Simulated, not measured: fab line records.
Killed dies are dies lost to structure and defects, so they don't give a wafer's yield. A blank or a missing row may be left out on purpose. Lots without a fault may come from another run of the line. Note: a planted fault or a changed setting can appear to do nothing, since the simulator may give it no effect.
fab line records	flow n5Finfet
[record] lots = 4	wafers = 11	lastDay = 17
route steps=1938 shown BEOL_M4@1099 BEOL_M5@1112 BEOL_M6@1216 PASSIVATION@1936
lots untouched by any fault: they come from a run of this same line in which no faults occurred
startH: the number of hours between the record's first day and the start of the first shown wafer of the lot	waitH: hours since the lot's step before	" as in the row above	L1.1+2: a single row standing in for several wafers	- value missing, or start not given	* or withheld: withheld	< > ~ a bound
route shown NAME@n: a module of which the file shows steps, and the number in the route of the first	usual: mean/standard deviation of fault-free wafers	same: alike in all rows	chamber/n: place in a boat	sites: each site's reading	_std_site: the standard deviation of these	_edge_site: outer sites' mean less inner sites'	radiusMm: how far each site lies from the wafer's centre	mask NAME#n: copy n	behind: the most recent tool/chamber to have shaped the wafer	hold: what put the lot on hold/how long, in hours/how the hold closed	device: which transistor (n, p or np) failed to switch	end of line: the same wafers' tests at the end of the route	a step without rows: its recipe alone	killed: count of dies lost to structure and defects at first sort (not the wafer's yield)	map: per-die view of a wafer (x killed, . not killed, _ where there is no die)
set.NAME: the setting the step ran with; set.NAME@STEP: the setting that earlier step ran with	model.NAME: the simulator's own value behind a step, which no gauge read
certain route steps with their lots: each step a table, each wafer a row
services: the hour from which a tool's chamber was out of use, counted from the record's first day as startH (under 0 if before that day), plus the number of hours and why
[[steps]]
[step N5_BEOL_M4_ANNEAL_95]
[recipe] tempC = 400	timeS = 240	ambient = vacuum
[step N5_BEOL_M4_SPUTTER_96]
[recipe] material = Cu	targetThkA = 45	tempC = -20	chamberPressurePa = 0.07	powerW = withheld	timeS = 8.29
[step N5_BEOL_M4_ECD_50]
[recipe] material = Cu	targetThkA = 3000
[step N5_BEOL_M4_ANNEAL_51]
[recipe] tempC = 225	timeS = 90	ambient = N2
[step N5_BEOL_M4_CMP_52]
[recipe] stopOn = SiOC	tOverpolishS = 6.8	downForcePsi = 1	platenRpm = 50	clearingPlatenDownForcePsi = 1.5	clearingPlatenRpm = 50	postCmpClean = cuAlkaline	targetThkNm = 40	clearingPlatenPadVelocityMS = 0.99484	padVelocityMS = 0.99484
[step N5_BEOL_M4_PRE_CLEAN_60]
[recipe] gas = NH3/H2	timeS = 15	tempC = *	rfPowerW = 300
[step N5_BEOL_M4_CO_CAP_55]
[recipe] material = Co	targetThkA = 20	tempC = 200	precursor = CCTBA/H2	pressureTorr = 30	timeS = 102.1
[step N5_BEOL_M4_PRE_CLEAN_56]
[recipe] gas = NH3	timeS = 15	tempC = withheld	rfPowerW = 300
[step N5_BEOL_M4_DEP_57]
[recipe] material = SiCN	targetThkA = 80	tempC = withheld	precursor = 3MS/NH3	pressureTorr = 3	rfW = 202	timeS = 14
[step N5_BEOL_M4_RC_MEAS_101]
[usual] DIBL_N = 36.1/1.5	DIBL_P = 36.1/1.9	IOFF_N = 0.159/0.029	IOFF_P = 0.21/0.038	ION_N = 675/11	ION_P = 464/8.1	SS_N = 71.5/0.57	SS_P = 73.3/0.64	VT_N = 249/3.1	VT_P = -250/3.8
lot.wafer	tool	chamber	startH	waitH	DIBL_N[mV/V]	DIBL_P[mV/V]	IOFF_N[nA/um]	IOFF_P[nA/um]	ION_N[uA/um]	ION_P[uA/um]	SS_N[mV/dec]	SS_P[mV/dec]	VT_N[mV]	VT_P[mV]
L234.3	prober-01	0	227.03	0.3	38.9	38.2	0.232	0.31	695	477	72.1	74.8	242	-240
L234.4	"	0	"	"	37.5	37.0	0.194	0.28	686	480	72.1	74.1	246	-243
L242.1	prober-01	0	276.70	0.0	35.8	37.2	0.159	0.21	658	458	72.3	74.1	251	-249
L242.3	"	0	"	"	36.3	38.5	0.176	0.22	674	462	71.9	73.8	248	-250
L242.5	"	0	"	"	35.2	36.8	0.160	0.19	668	456	71.5	73.5	251	-251
L243.3	prober-01	0	281.61	0.3	36.0	36.2	0.162	0.25	686	475	71.7	72.9	249	-242
L243.4	"	0	"	"	34.5	34.2	0.131	0.21	674	467	71.0	71.9	248	-245
L243.5	"	0	"	"	35.5	35.1	0.150	0.23	684	477	72.2	73.2	251	-246
L246.2	prober-01	0	321.60	0.2	36.2	37.9	0.192	0.27	679	475	71.6	74.0	246	-244
L246.4	"	0	"	"	34.7	35.0	0.153	0.21	683	473	71.3	73.3	249	-250
L246.6	"	0	"	"	36.2	36.5	0.183	0.23	682	463	71.3	74.1	248	-248
[step N5_BEOL_M5_ILD_DEP_00]
[recipe] material = SiCOH_lowk	targetThkA = 1406.4	tempC = 300	precursor = DEMS/porogen	pressureTorr = 5	rfW = 500	timeS = 25.9
[step N5_BEOL_M5_CURE_79]
[recipe] tempC = 385	timeS = 240	ambient = He/Ar	material = SiCOH_lowk
[step N5_BEOL_M5_PECVD_70]
[recipe] material = SiO2	targetThkA = 160	tempC = 400	precursor = TEOS/O2	pressureTorr = 5.5	rfW = 450	teosFlowSccm = 53.8	gas = O2	flowSccm = 3000	timeS = 18
[step N5_BEOL_M5_HM_DEP_02]
[recipe] material = TiN	targetThkA = 200	tempC = 25	chamberPressurePa = 0.49996
[step N5_BEOL_M5_COAT_59]
[recipe] resist = SOC	tempC = 250	timeS = 60	spinRpm = 1500	resistThkNm = 60
[step N5_BEOL_M5_COAT_60]
[recipe] resist = SiARC	tempC = 220	timeS = 60	spinRpm = 1500	resistThkNm = 12
[step N5_BEOL_M5_COAT_71]
[recipe] resist = underlayer	tempC = 205	timeS = 60	spinRpm = 1500	resistThkNm = 5
[step N5_BEOL_M5_COAT_05]
[recipe] resist = CAR-EUV	spinRpm = 1500	resistThkNm = 30
[step N5_BEOL_M5_EBR_07]
[recipe] solvent = PGMEA	ebrWidthMm = 1.5
[step N5_BEOL_M5_SOFTBAKE_06]
[recipe] tempC = 110	timeS = 60	resist = CAR-EUV
[step N5_BEOL_M5_EXPOSE_08]
[recipe] maskId = M5	na = 0.33	sourceShape = annular	sigmaInner = 0.4	sigmaOuter = 0.8	polarization = unpolarized	targetCdNm = 28	doseMj = 35.75
[step N5_BEOL_M5_PEB_09]
[recipe] pebTempC = 100	pebTimeS = 60	resist = CAR-EUV
[step N5_BEOL_M5_DEVELOP_10]
[recipe] developTimeS = 30	developer = TMAH	resist = CAR-EUV	rinseLiquid = surfactantRinse	dry = airSpin	devTempC = 23
[step N5_BEOL_M5_DESCUM_16]
[recipe] chemistry = O2	timeS = 7	sourcePowerW = 50	biasPowerW = 20	pressureMtorr = 20	rfFrequencyHz = 2.712e+07	tempC = 40	resist = CAR-EUV	o2FlowSccm = 225
[step N5_BEOL_M5_ETCH_72]
[recipe] chemistry = N2/H2	target = underlayer	targetDepthA = 65	maskMaterial = CAR-EUV	timeS = 5.2	ionEnergyEv = 200	pressureMtorr = 30	sourceW = 840	biasW = 150	n2FlowSccm = 200	h2FlowSccm = 200	ends = cleared
[step N5_BEOL_M5_ETCH_61]
[recipe] chemistry = CF4	target = SiARC	targetDepthA = 156	maskMaterial = CAR-EUV	timeS = 26	ionEnergyEv = 80	pressureMtorr = 40	sourceW = 545	biasW = 36	Ar_flow_sccm = 100	cf4FlowSccm = 100	ends = cleared
[step N5_BEOL_M5_ETCH_62]
[recipe] chemistry = N2/H2	target = SOC	targetDepthA = 750	overetchA = 150	maskMaterial = SiARC	tempC = 40	timeS = 112.5	ionEnergyEv = 200	pressureMtorr = 30	sourceW = 840	biasW = 150	n2FlowSccm = 200	h2FlowSccm = 200
[step N5_BEOL_M5_STRIP_63]
[recipe] chemistry = N2/H2	tempC = 40	n2FlowSccm = 200	h2FlowSccm = 200	rfFrequencyHz = 6e+07
[step N5_BEOL_M5_STRIP_73]
[recipe] chemistry = N2/H2	tempC = 40	n2FlowSccm = 200	h2FlowSccm = 200	rfFrequencyHz = 6e+07
[step N5_BEOL_M5_STRIP_64]
[recipe] chemistry = CF4	resist = SiARC	powerW = 300	biasPowerW = 75	pressureMtorr = 50	cf4FlowSccm = 150	rfFrequencyHz = 6e+07
[step N5_BEOL_M5_HM_OPEN_17]
[recipe] chemistry = Cl2/BCl3	targetDepthA = 200	overetchA = 60	target = TiN	maskMaterial = SOC	ionEnergyEv = 150	pressureMtorr = 10	icpW = 1000	biasW = 126	Cl2_flow_sccm = 53.25	bcl3FlowSccm = 21.75	Ar_flow_sccm = 25
[step N5_BEOL_M5_STRIP_19]
[recipe] chemistry = O2	powerW = 400	tempC = 40	pressureMtorr = 30	rfFrequencyHz = 6e+07	biasPowerW = 0	overashFraction = 0.2	o2FlowSccm = 225
[step N5_BEOL_M5_COAT_65]
[recipe] resist = SOC	tempC = 250	timeS = 60	spinRpm = 1500	resistThkNm = 60
[step N5_BEOL_M5_COAT_66]
[recipe] resist = SiARC	tempC = 220	timeS = 60	spinRpm = 1500	resistThkNm = 12
[step N5_BEOL_M6_STRIP_19]
[recipe] chemistry = O2	powerW = 400	tempC = 40	pressureMtorr = 30	rfFrequencyHz = 6e+07	biasPowerW = 0	overashFraction = 0.2	o2FlowSccm = 225
[usual] biasPowerW = 0/0	chamberPressureMTorr = 30.00/0.033	drypumpMotorCurrentA = 5.6/0.52	oesProductAu = 0.82/0.066	rfVppV = 3.7/0.61	showerheadPlenumPTorr = 2.10/0.082	tempC = 40.00/0.12	throttleValvePct = 16.60/0.18
lot.wafer	tool	chamber	startH	waitH	biasPowerW	chamberPressureMTorr	drypumpMotorCurrentA	oesProductAu	rfHoursCounterH	rfVppV	showerheadPlenumPTorr	tempC	throttleValvePct	model.SOC_of_BEOL_M6_COAT_59.thkNm
L234.3	rieDiel-01	2	242.51	0.1	0	30.03	6.3	0.91	21	4.4	2.04	39.75	16.39	0
L234.4	"	2	"	"	0	30.01	6.4	0.90	-	4.3	2.04	39.84	16.39	0
L243.3	rieDiel-01	0	294.17	0.1	-	-	-	-	-	-	-	-	-	92.2
L243.4	"	3	"	"	-	-	-	-	-	-	-	-	-	92.2
L243.5	"	0	"	"	-	-	-	-	-	-	-	-	-	92.2
L242.1	rieDiel-01	1	297.38	0.1	-	-	-	-	-	-	-	-	-	92.2
L242.3	"	3	"	"	-	-	-	-	-	-	-	-	-	92.2
L242.5	"	0	"	"	-	-	-	-	-	-	-	-	-	92.6
L246.2	rieDiel-01	0	337.52	0.2	0	30.00	6.1	0.89	23	3.7	2.22	39.84	16.48	0
L246.4	"	2	"	"	0	29.97	6.4	0.85	58	4.5	2.03	39.70	16.47	0
L246.6	"	2	"	"	0	30.02	6.4	0.85	-	3.2	2.03	39.81	16.49	0
[step N5_BEOL_M6_ETCH_66]
[recipe] chemistry = N2/H2	target = SOC	targetDepthA = 800	overetchA = 160	maskMaterial = SiARC	tempC = 40	timeS = 120	ionEnergyEv = 200	pressureMtorr = 30	sourceW = 840	biasW = 150	n2FlowSccm = 200	h2FlowSccm = 200
[usual] drypumpMotorCurrentA = 5.6/0.53	oesProductAu = 0.62/0.043	rfVppV = 524.3/2.7	showerheadPlenumPTorr = 2.56/0.099	tempC = 40.00/0.11	throttleValvePct = 17.74/0.17
lot.wafer	tool	chamber	startH	waitH	drypumpMotorCurrentA	oesProductAu	rfHoursCounterH	rfVppV	showerheadPlenumPTorr	tempC	throttleValvePct	model.etch.depthNm
L234.3	rieDiel-06	1	243.11	0.0	6.7	0.59	129	522.2	2.45	40.10	17.99	59.88
L234.4	"	3	"	"	5.2	0.64	72	527.0	2.66	39.96	17.59	60.1
L243.3	rieDiel-02	0	295.25	0.0	5.8	0.79	90	524.4	2.59	40.00	17.65	96.67
L243.4	"	0	"	"	5.8	0.80	-	525.1	2.59	39.86	17.67	97.2
L243.5	"	1	"	"	5.6	0.80	-	525.4	2.56	40.01	17.57	96.98
L242.1	rieDiel-01	0	299.90	0.0	6.1	0.95	9	528.4	2.71	39.93	17.69	101.5
L242.3	"	2	"	"	6.4	0.85	44	521.1	2.47	39.82	17.60	97.5
L242.5	"	1	"	"	5.3	0.99	-	522.1	2.51	40.01	17.72	97.57
L246.2	rieDiel-02	1	338.58	0.0	5.6	0.59	121	523.9	2.55	40.03	17.59	59.96
L246.4	"	1	"	"	5.6	0.59	-	523.2	2.55	39.91	17.58	59.86
L246.6	"	0	"	"	5.9	0.59	-	524.4	2.58	40.01	17.66	59.81
[step N5_BEOL_M6_VIA_ETCH_34]
[recipe] chemistry = C4F6/O2	target = SiCOH_lowk	targetDepthA = 1263	maskMaterial = SOC	taperDeg = 4	timeS = 50.9	ionEnergyEv = 250	pressureMtorr = 30	sourceW = 345	biasW = 185	Ar_flow_sccm = 300	C4F6_flow_sccm = 10	O2_flow_sccm = 10
[usual] drypumpMotorCurrentA = 5.6/0.53	oesProductAu = 0.81/0.059	rfVppV = 664/6.5	showerheadPlenumPTorr = 2.86/0.11	throttleValvePct = 20.82/0.15
lot.wafer	tool	chamber	startH	waitH	drypumpMotorCurrentA	oesProductAu	rfHoursCounterH	rfVppV	showerheadPlenumPTorr	throttleValvePct
L234.3	rieDiel-06	1	243.21	0.0	6.7	0.78	129	665	2.72	20.88
L234.4	"	3	"	"	5.2	0.84	72	679	2.98	20.81
L243.3	rieDiel-02	0	295.35	0.0	5.9	0.30	90	657	2.89	20.57
L243.4	"	0	"	"	5.8	0.30	-	658	2.89	20.56
L243.5	"	1	"	"	5.6	0.30	-	661	2.85	20.44
L242.1	rieDiel-01	0	300.00	0.0	6.1	0.35	9	666	3.04	20.67
L242.3	"	2	"	"	6.4	0.32	44	659	2.77	20.56
L242.5	"	1	"	"	5.3	0.36	-	665	2.80	20.55
L246.2	rieDiel-02	1	338.73	0.0	5.6	0.78	121	661	2.84	20.62
L246.4	"	1	"	"	5.6	0.78	-	660	2.84	20.60
L246.6	"	0	"	"	5.8	0.77	-	657	2.88	20.73
[step N5_PASSIVATION_PROBE_49]
[usual] defectLimitedYield = 91.5/1.6	killed_at_M0_to_M3 = 33/10	killed_at_M4_up = 13/5.6	killedAtContacts = 13/6	killedAtFrontEnd = 39/12	killedAtOther = 3.0/2.8	killedDies = 101/19	killedOnRim = 13/4	killedOpen = 65/13	killedShort = 32/8.3	sort_bin_5_function = 5.0/1	sort_bin_6_memory = 3.1/0.69	sortNPass = 1079/19	sortYieldPct = 91.5/1.6
[same] grossDies = 1180	killedAtBackSide = 0	sort_bin_4_leakage[%] = 0	sort_bin_8_speed[%] = 0
lot.wafer	tool	chamber	startH	waitH	defectLimitedYield[%]	killed_at_M0_to_M3	killed_at_M4_up	killedAtContacts	killedAtFrontEnd	killedAtOther	killedDies	killedOnRim	killedOpen	killedShort	sort_bin_5_function[%]	sort_bin_6_memory[%]	sortNPass	sortYieldPct[%]
L243.3	prober-02	-	380.69	0.1	0	41	1094	6	33	6	1180	152	58	31	96.4	3.2	0	0
L243.4	prober-02	-	380.74	0.2	0	36	1087	22	33	2	1180	152	80	30	95.4	4.1	0	0
L243.5	prober-02	-	380.79	0.2	0	35	1093	11	35	6	1180	152	62	35	95.8	3.9	0	0
L242.1	prober-01	-	381.26	0.0	0	37	1082	12	46	3	1180	152	84	33	95.8	3.8	0	0
L242.3	prober-01	-	381.36	0.1	0	47	1102	5	24	2	1180	152	55	28	96.3	3.4	0	0
L242.5	prober-01	-	381.46	0.2	0	37	1093	21	28	1	1180	152	66	30	96.7	3.0	0	0
// killed by level:class
L243.3 BEOL_M6:areaEtch=1078 BEOL_M2:geometricParticle:open=17 BEOL_M6:plasmaStripResidue=10 FIN_SAQP:geometricParticle:short=6 STI_FIN_REVEAL:geometricParticle:open=6 GATE_CUT:geometricParticle:short=6 BEOL_M0_SAQP:geometricParticle:short=6 MOL_CONTACT_COAG:geometricParticle:open=5
L243.4 BEOL_M6:areaEtch=1053 MOL_CONTACT_COAG:geometricParticle:open=22 BEOL_M6:plasmaStripResidue=15 BEOL_M1:geometricParticle:open=11 BEOL_M4:geometricParticle:open=11 BEOL_M0_SAQP:geometricParticle:open=9 STI_FIN_REVEAL:geometricParticle:open=6 FIN_SAQP:geometricParticle:short=5
L243.5 BEOL_M6:areaEtch=1070 BEOL_M6:plasmaStripResidue=12 MOL_CONTACT_COAG:geometricParticle:open=9 DUMMY_GATE:geometricParticle:open=8 BEOL_M1:geometricParticle:open=7 GATE_CUT:geometricParticle:short=6 BEOL_M0_SAQP:geometricParticle:short=6 BEOL_M4:geometricParticle:open=6
L242.1 BEOL_M6:areaEtch=1052 BEOL_M4:geometricParticle:open=13 FIN_SAQP:geometricParticle:open=10 BEOL_M6:plasmaStripResidue=10 FIN_SAQP:geometricParticle:short=8 MOL_CONTACT_COAG:geometricParticle:open=8 BEOL_M3:geometricParticle:open=8 BEOL_M0_SAQP:geometricParticle:open=7
L242.3 BEOL_M6:areaEtch=1089 BEOL_M0_SAQP:geometricParticle:short=13 BEOL_M0_SAQP:geometricParticle:open=11 BEOL_M2:geometricParticle:open=8 BEOL_M3:geometricParticle:open=7 BEOL_M1:geometricParticle:open=6 BEOL_M6:plasmaStripResidue=5 FIN_SAQP:geometricParticle:short=4
L242.5 BEOL_M6:areaEtch=1068 MOL_CONTACT_COAG:geometricParticle:open=18 BEOL_M6:plasmaStripResidue=14 BEOL_M1:geometricParticle:open=9 BEOL_M3:geometricParticle:open=9 FIN_SAQP:geometricParticle:short=8 BEOL_M2:geometricParticle:open=5 BEOL_M0_SAQP:geometricParticle:open=4
// map L242.1 (x killed, . not)
_________________xxxxxxxxxxxx________________
______________xxxxxxxxxxxxxxxxxx_____________
___________xxxxxxxxxxxxxxxxxxxxxxxx__________
__________xxxxxxxxxxxxxxxxxxxxxxxxxx_________
________xxxxxxxxxxxxxxxxxxxxxxxxxxxxxx_______
_______xxxxxxxxxxxxxxxxxxxxxxxxxxxxxxxx______
______xxxxxxxxxxxxxxxxxxxxxxxxxxxxxxxxxx_____
_____xxxxxxxxxxxxxxxxxxxxxxxxxxxxxxxxxxxx____
____xxxxxxxxxxxxxxxxxxxxxxxxxxxxxxxxxxxxxx___
___xxxxxxxxxxxxxxxxxxxxxxxxxxxxxxxxxxxxxxxx__
___xxxxxxxxxxxxxxxxxxxxxxxxxxxxxxxxxxxxxxxx__
__xxxxxxxxxxxxxxxxxxxxxxxxxxxxxxxxxxxxxxxxxx_
__xxxxxxxxxxxxxxxxxxxxxxxxxxxxxxxxxxxxxxxxxx_
_xxxxxxxxxxxxxxxxxxxxxxxxxxxxxxxxxxxxxxxxxxxx
_xxxxxxxxxxxxxxxxxxxxxxxxxxxxxxxxxxxxxxxxxxxx
_xxxxxxxxxxxxxxxxxxxxxxxxxxxxxxxxxxxxxxxxxxxx
_xxxxxxxxxxxxxxxxxxxxxxxxxxxxxxxxxxxxxxxxxxxx
_xxxxxxxxxxxxxxxxxxxxxxxxxxxxxxxxxxxxxxxxxxxx
_xxxxxxxxxxxxxxxxxxxxxxxxxxxxxxxxxxxxxxxxxxxx
_xxxxxxxxxxxxxxxxxxxxxxxxxxxxxxxxxxxxxxxxxxxx
_xxxxxxxxxxxxxxxxxxxxxxxxxxxxxxxxxxxxxxxxxxxx
__xxxxxxxxxxxxxxxxxxxxxxxxxxxxxxxxxxxxxxxxxx_
__xxxxxxxxxxxxxxxxxxxxxxxxxxxxxxxxxxxxxxxxxx_
___xxxxxxxxxxxxxxxxxxxxxxxxxxxxxxxxxxxxxxxx__
___xxxxxxxxxxxxxxxxxxxxxxxxxxxxxxxxxxxxxxxx__
____xxxxxxxxxxxxxxxxxxxxxxxxxxxxxxxxxxxxxx___
_____xxxxxxxxxxxxxxxxxxxxxxxxxxxxxxxxxxxx____
______xxxxxxxxxxxxxxxxxxxxxxxxxxxxxxxxxx_____
_______xxxxxxxxxxxxxxxxxxxxxxxxxxxxxxxx______
________xxxxxxxxxxxxxxxxxxxxxxxxxxxxxx_______
__________xxxxxxxxxxxxxxxxxxxxxxxxxx_________
___________xxxxxxxxxxxxxxxxxxxxxxxx__________
______________xxxxxxxxxxxxxxxxxx_____________
_________________xxxxxxxxxxxx________________
// map L243.3 (x killed, . not)
_________________xxxxxxxxxxxx________________
______________xxxxxxxxxxxxxxxxxx_____________
___________xxxxxxxxxxxxxxxxxxxxxxxx__________
__________xxxxxxxxxxxxxxxxxxxxxxxxxx_________
________xxxxxxxxxxxxxxxxxxxxxxxxxxxxxx_______
_______xxxxxxxxxxxxxxxxxxxxxxxxxxxxxxxx______
______xxxxxxxxxxxxxxxxxxxxxxxxxxxxxxxxxx_____
_____xxxxxxxxxxxxxxxxxxxxxxxxxxxxxxxxxxxx____
____xxxxxxxxxxxxxxxxxxxxxxxxxxxxxxxxxxxxxx___
___xxxxxxxxxxxxxxxxxxxxxxxxxxxxxxxxxxxxxxxx__
___xxxxxxxxxxxxxxxxxxxxxxxxxxxxxxxxxxxxxxxx__
__xxxxxxxxxxxxxxxxxxxxxxxxxxxxxxxxxxxxxxxxxx_
__xxxxxxxxxxxxxxxxxxxxxxxxxxxxxxxxxxxxxxxxxx_
_xxxxxxxxxxxxxxxxxxxxxxxxxxxxxxxxxxxxxxxxxxxx
_xxxxxxxxxxxxxxxxxxxxxxxxxxxxxxxxxxxxxxxxxxxx
_xxxxxxxxxxxxxxxxxxxxxxxxxxxxxxxxxxxxxxxxxxxx
_xxxxxxxxxxxxxxxxxxxxxxxxxxxxxxxxxxxxxxxxxxxx
_xxxxxxxxxxxxxxxxxxxxxxxxxxxxxxxxxxxxxxxxxxxx
_xxxxxxxxxxxxxxxxxxxxxxxxxxxxxxxxxxxxxxxxxxxx
_xxxxxxxxxxxxxxxxxxxxxxxxxxxxxxxxxxxxxxxxxxxx
_xxxxxxxxxxxxxxxxxxxxxxxxxxxxxxxxxxxxxxxxxxxx
__xxxxxxxxxxxxxxxxxxxxxxxxxxxxxxxxxxxxxxxxxx_
__xxxxxxxxxxxxxxxxxxxxxxxxxxxxxxxxxxxxxxxxxx_
___xxxxxxxxxxxxxxxxxxxxxxxxxxxxxxxxxxxxxxxx__
___xxxxxxxxxxxxxxxxxxxxxxxxxxxxxxxxxxxxxxxx__
____xxxxxxxxxxxxxxxxxxxxxxxxxxxxxxxxxxxxxx___
_____xxxxxxxxxxxxxxxxxxxxxxxxxxxxxxxxxxxx____
______xxxxxxxxxxxxxxxxxxxxxxxxxxxxxxxxxx_____
_______xxxxxxxxxxxxxxxxxxxxxxxxxxxxxxxx______
________xxxxxxxxxxxxxxxxxxxxxxxxxxxxxx_______
__________xxxxxxxxxxxxxxxxxxxxxxxxxx_________
___________xxxxxxxxxxxxxxxxxxxxxxxx__________
______________xxxxxxxxxxxxxxxxxx_____________
_________________xxxxxxxxxxxx________________
[[services]]
tool	chamber	startH	hours	kind
rieDiel-06	3	219.51	1.4	repair
rieDiel-01	0	239.19	-	clean
rieDiel-01	0	239.19	-	consumableReplace:focusRing
rieDiel-01	0	239.19	-	consumableReplace:showerhead
rieDiel-01	0	239.19	32.1	scheduledDown
rieDiel-01	0	239.19	32.1	ventCycle
rieDiel-02	1	259.35	18.6	repair
rieDiel-01	1	271.35	-	clean
rieDiel-01	1	271.35	-	consumableReplace:focusRing
rieDiel-01	1	271.35	14.4	scheduledDown
rieDiel-01	1	271.35	14.4	ventCycle
rieDiel-02	3	329.31	13.5	repair
[[key]]
[firstSign] step = N5_BEOL_M6_STRIP_19	reading = toolRecord	direction = missing
[effect] step = N5_BEOL_M6_ETCH_66	reading = oesProductAu	direction = up	sigmas = 5.7	usual = 0.62	struck = 0.86
[effect] step = N5_BEOL_M6_VIA_ETCH_34	reading = oesProductAu	direction = down	sigmas = 8.3	usual = 0.81	struck = 0.32
[effect] step = N5_PASSIVATION_PROBE_49	reading = killed_at_M4_up	direction = up	sigmas = 99+	usual = 13	struck = 1092
[modelEffect] step = N5_BEOL_M6_STRIP_19	value = SOC_of_BEOL_M6_COAT_59.thkNm	without = 0	struck = 92.27
[modelEffect] step = N5_BEOL_M6_ETCH_66	value = etch.depthNm	without = 59.95	struck = 97.91
[moreKillsBornAt] N5_BEOL_M6_ETCH_66@rieDiel-01 = 3209	N5_BEOL_M6_ETCH_66@rieDiel-02 = 3201
metAt N5_BEOL_M6_STRIP_19
struckWafers L242.1,L242.3,L242.5,L243.3,L243.4,L243.5
laterRowsLeftOut L242.1,L242.3,L242.5,L243.3,L243.4,L243.5
onsetBetween 242.51 294.17
[fault] kind = skippedStepWhole	tool = rieDiel-01	chamber = -	onsetH = 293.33	steps = N5_BEOL_M6_STRIP_19	scope = struckLotsOnly
// laterRowsLeftOut: the simulator's readings of these wafers behind a module that went badly wrong aren't trusted and aren't shown, but for the sort
